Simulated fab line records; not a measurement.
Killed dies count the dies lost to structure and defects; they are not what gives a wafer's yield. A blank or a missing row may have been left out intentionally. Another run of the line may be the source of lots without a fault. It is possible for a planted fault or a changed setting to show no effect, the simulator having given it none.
Chamber matching	flow n5-finfet	rie-diel-01 running N5_FIN_SAQP_ETCH_51: 4 sister chambers
The step etches SiARC in CF4, target depth 45.5 nm, time 75.8 s. 4 wafers are shown with their chamber, then 12 later ones without.

WAFERS, EACH WITH ITS CHAMBER
wafer	chamber	drypump-motor-current-A (A)
L089.1	3	6.0
L089.4	2	5.3
L089.5	0	6.3
L089.6	1	5.8

WAFERS WITH NO CHAMBER GIVEN
wafer	drypump-motor-current-A (A)
L091.1	6.3
L091.2	6.0
L091.3	5.3
L091.4	5.7
L091.5	6.0
L091.6	5.3
L094.3	6.3
L094.4	5.8
L094.6	6.0
L097.2	6.0
L097.4	6.3
L097.6	5.3

THE CHAMBER EACH PASSED THROUGH
wafer	from the rows above	in truth
L091.1	0	0
L091.2	3	3
L091.3	2	2
L091.4	1	1
L091.5	3	3
L091.6	2	2
L094.3	0	0
L094.4	1	1
L094.6	3	3
L097.2	3	3
L097.4	0	0
L097.6	2	2
12 of 12 placed correctly. From these rows, 0 cannot be placed. Placed wrongly: 0.
How it was worked out, from the rows above alone: a wafer's distance from a chamber is the root of the sum, over the readings, of the square of ((its reading less the chamber's mean) divided by the reading's scatter). If the next closest chamber is less than 2 further off than the closest, the wafer can't be placed; otherwise it belongs to the closest. Each chamber's mean is taken over the wafers shown for it. The scatter (one wafer shown for each chamber): square how far every hidden wafer sits from the nearest shown wafer, average those squares and take the square root.
